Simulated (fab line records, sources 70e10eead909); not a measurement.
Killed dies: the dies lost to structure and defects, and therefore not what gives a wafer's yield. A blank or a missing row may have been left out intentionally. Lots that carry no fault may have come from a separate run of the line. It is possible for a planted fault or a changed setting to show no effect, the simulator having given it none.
Tool commonality check || flow nand-harc || 12 lots and 36 wafers in the sample

## WHAT PROMPTED THE OPENING
Flagged at NHARC_A_CHANNEL_HOLE_D1_INSPECT_40: reading raw-defect-count, on 2 of 12 lots. Wafers without a fault read 75, standard deviation 25.
Rule: a lot is flagged when every wafer of it that has a number lies more than 4 standard deviations from that mean, or none has a number. All remaining lots are regarded as sound.

{"lot": "L902", "measured": "day 9 03:40", "on": "defect-inspect-02", "raw-defect-count, wafer by wafer": "28 46 46", "flag": ""}
{"lot": "L901", "measured": "day 9 05:17", "on": "defect-inspect-01", "raw-defect-count, wafer by wafer": "126 107 110", "flag": ""}
{"lot": "L903", "measured": "day 9 15:35", "on": "defect-inspect-01", "raw-defect-count, wafer by wafer": "37 52 39", "flag": ""}
{"lot": "L904", "measured": "day 10 05:04", "on": "defect-inspect-01", "raw-defect-count, wafer by wafer": "39 38 27", "flag": ""}
{"lot": "L905", "measured": "day 10 13:49", "on": "defect-inspect-02", "raw-defect-count, wafer by wafer": "61 72 61", "flag": ""}
{"lot": "L910", "measured": "day 12 19:53", "on": "defect-inspect-01", "raw-defect-count, wafer by wafer": "88 57 44", "flag": ""}
{"lot": "L911", "measured": "day 13 05:14", "on": "defect-inspect-02", "raw-defect-count, wafer by wafer": "60 90 53", "flag": ""}
{"lot": "L915", "measured": "day 14 18:25", "on": "defect-inspect-02", "raw-defect-count, wafer by wafer": "99 92 117", "flag": ""}
{"lot": "L914", "measured": "day 14 18:58", "on": "defect-inspect-02", "raw-defect-count, wafer by wafer": "41 35 41", "flag": ""}
{"lot": "L917", "measured": "day 15 11:25", "on": "defect-inspect-02", "raw-defect-count, wafer by wafer": "93 119 94", "flag": ""}
{"lot": "L920", "measured": "day 16 12:01", "on": "defect-inspect-02", "raw-defect-count, wafer by wafer": "858 797 944", "flag": "FLAGGED"}
{"lot": "L921", "measured": "day 17 03:58", "on": "defect-inspect-02", "raw-defect-count, wafer by wafer": "862 915 857", "flag": "FLAGGED"}
The mean of the flagged lots' numbers is 872, +797 from the usual (+32 standard deviations).

## WHICH TOOL RAN EACH LOT
Before the reading, the record contains 2 process steps out of a 1302-step route. Cell contents, in order: the tool; ch with the chambers the sampled wafers went through; the start.
{"lot": "L902", "flag": "", "NHARC_A_CHANNEL_HOLE_D1_ETCH_20": "har-etch-01 ch 0,1, day 8 21:58", "NHARC_A_CHANNEL_HOLE_D1_ETCH_33": "har-etch-01 ch 0,1, day 9 01:48"}
{"lot": "L901", "flag": "", "NHARC_A_CHANNEL_HOLE_D1_ETCH_20": "har-etch-02 ch 0,1, day 8 23:43", "NHARC_A_CHANNEL_HOLE_D1_ETCH_33": "har-etch-02 ch 0,1, day 9 03:33"}
{"lot": "L903", "flag": "", "NHARC_A_CHANNEL_HOLE_D1_ETCH_20": "har-etch-01 ch 0,1, day 9 09:49", "NHARC_A_CHANNEL_HOLE_D1_ETCH_33": "har-etch-01 ch 0,1, day 9 13:39"}
{"lot": "L904", "flag": "", "NHARC_A_CHANNEL_HOLE_D1_ETCH_20": "har-etch-01 ch 0,1, day 9 23:32", "NHARC_A_CHANNEL_HOLE_D1_ETCH_33": "har-etch-01 ch 0,1, day 10 03:21"}
{"lot": "L905", "flag": "", "NHARC_A_CHANNEL_HOLE_D1_ETCH_20": "har-etch-01 ch 0,1, day 10 08:15", "NHARC_A_CHANNEL_HOLE_D1_ETCH_33": "har-etch-01 ch 0,1, day 10 12:07"}
{"lot": "L910", "flag": "", "NHARC_A_CHANNEL_HOLE_D1_ETCH_20": "har-etch-01 ch 0,1, day 12 14:05", "NHARC_A_CHANNEL_HOLE_D1_ETCH_33": "har-etch-01 ch 0,1, day 12 17:58"}
{"lot": "L911", "flag": "", "NHARC_A_CHANNEL_HOLE_D1_ETCH_20": "har-etch-01 ch 0,1, day 12 23:47", "NHARC_A_CHANNEL_HOLE_D1_ETCH_33": "har-etch-01 ch 0,1, day 13 03:35"}
{"lot": "L915", "flag": "", "NHARC_A_CHANNEL_HOLE_D1_ETCH_20": "har-etch-02 ch 0,1, day 14 12:51", "NHARC_A_CHANNEL_HOLE_D1_ETCH_33": "har-etch-02 ch 0,1, day 14 16:43"}
{"lot": "L914", "flag": "", "NHARC_A_CHANNEL_HOLE_D1_ETCH_20": "har-etch-01 ch 0,1, day 14 13:07", "NHARC_A_CHANNEL_HOLE_D1_ETCH_33": "har-etch-01 ch 0,1, day 14 16:57"}
{"lot": "L917", "flag": "", "NHARC_A_CHANNEL_HOLE_D1_ETCH_20": "har-etch-02 ch 0,1, day 15 05:54", "NHARC_A_CHANNEL_HOLE_D1_ETCH_33": "har-etch-02 ch 0,1, day 15 09:43"}
{"lot": "L920", "flag": "FLAGGED", "NHARC_A_CHANNEL_HOLE_D1_ETCH_20": "har-etch-01 ch 0,1, day 16 06:24", "NHARC_A_CHANNEL_HOLE_D1_ETCH_33": "har-etch-01 ch 0,1, day 16 10:16"}
{"lot": "L921", "flag": "FLAGGED", "NHARC_A_CHANNEL_HOLE_D1_ETCH_20": "har-etch-01 ch 0,1, day 16 22:22", "NHARC_A_CHANNEL_HOLE_D1_ETCH_33": "har-etch-01 ch 0,1, day 17 02:14"}
What the steps here do:
- NHARC_A_CHANNEL_HOLE_D1_ETCH_20: etches the open film in C4F8/O2/Ar, time 361.9 s, target depth 1600 nm.
- NHARC_A_CHANNEL_HOLE_D1_ETCH_33: etches the open film in C4F8/O2/Ar, time 90 s, target depth 400 nm.
- NHARC_A_CHANNEL_HOLE_D1_INSPECT_40

## FLAGGED OVER TOTAL, TOOL BY TOOL (the gauges that took the reading come last)
{"step": "NHARC_A_CHANNEL_HOLE_D1_ETCH_20", "tool": "har-etch-01", "lots run": 9, "flagged": 2, "share of the flagged lots": "all", "sound lots run after its first flagged lot": 0}
{"step": "NHARC_A_CHANNEL_HOLE_D1_ETCH_20", "tool": "har-etch-02", "lots run": 3, "flagged": 0, "share of the flagged lots": "none", "sound lots run after its first flagged lot": "-"}
{"step": "NHARC_A_CHANNEL_HOLE_D1_ETCH_33", "tool": "har-etch-01", "lots run": 9, "flagged": 2, "share of the flagged lots": "all", "sound lots run after its first flagged lot": 0}
{"step": "NHARC_A_CHANNEL_HOLE_D1_ETCH_33", "tool": "har-etch-02", "lots run": 3, "flagged": 0, "share of the flagged lots": "none", "sound lots run after its first flagged lot": "-"}
{"step": "NHARC_A_CHANNEL_HOLE_D1_INSPECT_40", "tool": "defect-inspect-01", "lots run": 4, "flagged": 0, "share of the flagged lots": "none", "sound lots run after its first flagged lot": "-"}
{"step": "NHARC_A_CHANNEL_HOLE_D1_INSPECT_40", "tool": "defect-inspect-02", "lots run": 8, "flagged": 2, "share of the flagged lots": "all", "sound lots run after its first flagged lot": 0}

## THE TABLE: WHAT IT ALLOWS
Every flagged lot was run by 3 rows of the table: har-etch-01 at NHARC_A_CHANNEL_HOLE_D1_ETCH_20, har-etch-01 at NHARC_A_CHANNEL_HOLE_D1_ETCH_33 and defect-inspect-02 at NHARC_A_CHANNEL_HOLE_D1_INSPECT_40.
- har-etch-01 at NHARC_A_CHANNEL_HOLE_D1_ETCH_20 ran 9 lots, 2 of them flagged. Its last sound lot is L914 (day 14 13:07), its first flagged lot L920 (day 16 06:24): a fault that began between those two fits.
- har-etch-01 at NHARC_A_CHANNEL_HOLE_D1_ETCH_33 ran 9 lots, 2 of them flagged. Its last sound lot is L914 (day 14 16:57), its first flagged lot L920 (day 16 10:16): a fault that began between those two fits.
- defect-inspect-02 at NHARC_A_CHANNEL_HOLE_D1_INSPECT_40 ran 8 lots, 2 of them flagged. Its last sound lot is L917 (day 15 11:25), its first flagged lot L920 (day 16 12:01): a fault that began between those two fits.
These 2 tools cannot be told apart by counting lots, since each of them fits a fault that started at some hour. More lots, or a look at what each step does to the wafer, might.

## WHAT WAS PUT IN BY THE SIMULATOR
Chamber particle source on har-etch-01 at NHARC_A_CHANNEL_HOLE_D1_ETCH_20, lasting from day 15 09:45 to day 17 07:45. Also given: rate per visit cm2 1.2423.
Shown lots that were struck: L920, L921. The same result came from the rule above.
